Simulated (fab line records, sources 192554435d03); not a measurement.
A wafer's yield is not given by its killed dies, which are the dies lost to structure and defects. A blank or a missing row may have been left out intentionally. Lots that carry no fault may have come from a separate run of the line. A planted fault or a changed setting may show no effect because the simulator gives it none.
Chamber matching    flow n5Finfet    4 sister chambers for N5_HKMG_FIN_ETCH_86 on rieDiel-01
The step etches SOC in N2/H2, stops on TiN, target depth 393.2 nm. 20 wafers are shown with their chamber, then 10 later ones without.

WAFERS, EACH WITH ITS CHAMBER
wafer   chamber  showerheadPlenumPTorr (Torr)  drypumpMotorCurrentA (A)  rfVppV (V)
L074.1  1        2.51                          5.8                       238.6
L074.3  0        2.51                          5.6                       240.5
L074.5  2        2.49                          5.1                       241.0
L077.2  2        2.49                          5.1                       239.3
L077.4  2        2.49                          5.1                       239.1
L077.6  1        2.51                          5.8                       240.4
L078.1  3        2.71                          6.5                       242.9
L078.4  0        2.50                          5.6                       239.3
L078.6  1        2.51                          5.8                       239.6
L079.1  2        2.48                          5.1                       239.0
L079.2  1        2.51                          5.9                       239.4
L079.4  3        2.71                          6.4                       244.3
L081.2  1        2.51                          5.8                       238.8
L081.4  3        2.71                          6.6                       242.1
L081.6  2        2.48                          5.1                       240.5
L082.1  3        2.70                          6.5                       242.3
L082.4  0        2.50                          5.7                       240.7
L082.6  3        2.70                          6.5                       242.3
L085.2  2        2.48                          5.1                       240.7
L085.4  1        2.50                          5.8                       240.4

SIGNATURES (averages over the wafers above)
reading                chamber 0  chamber 1  chamber 2  chamber 3  scatter within a chamber
showerheadPlenumPTorr  2.5033     2.5083     2.4850     2.7060     0.00512
drypumpMotorCurrentA   5.633      5.817      5.100      6.500      0.0468
rfVppV                 240.167    239.533    239.933    242.780    0.842
Rule: for a wafer and a chamber, the distance is found by dividing, reading by reading, the gap between the wafer's reading and the chamber's mean by the reading's scatter, squaring, summing and taking the root. If the next closest chamber is less than 2 further off than the closest, the wafer can't be placed; otherwise it belongs to the closest. How the scatter is found: for the shown wafers, subtract from each reading the mean of its chamber, square and add these, divide the total by (wafers less chambers), then take the root.

WAFERS MISSING THEIR CHAMBER
wafer   showerheadPlenumPTorr (Torr)  drypumpMotorCurrentA (A)  rfVppV (V)
L085.6  2.70                          6.5                       242.7
L088.1  2.50                          5.6                       241.8
L088.2  2.70                          6.5                       243.5
L088.5  2.50                          5.8                       238.8
L089.1  2.50                          5.6                       239.9
L089.2  2.50                          5.8                       240.4
L089.4  2.70                          6.5                       243.9
L097.1  2.47                          5.1                       238.9
L097.3  2.49                          5.9                       240.6
L097.6  2.47                          5.1                       242.3

WHICH CHAMBER EACH WENT THROUGH
wafer   from the rows above      in truth
L085.6  3                        3
L088.1  0                        0
L088.2  3                        3
L088.5  1                        1
L089.1  0                        0
L089.2  can't be placed: 1 or 0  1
L089.4  3                        3
L097.1  2                        2
L097.3  1                        1
L097.6  2                        2
Placed correctly: 9 of 10. From these rows, 1 cannot be placed; in 1 the true chamber is one of the candidates. Placed wrongly: 0.
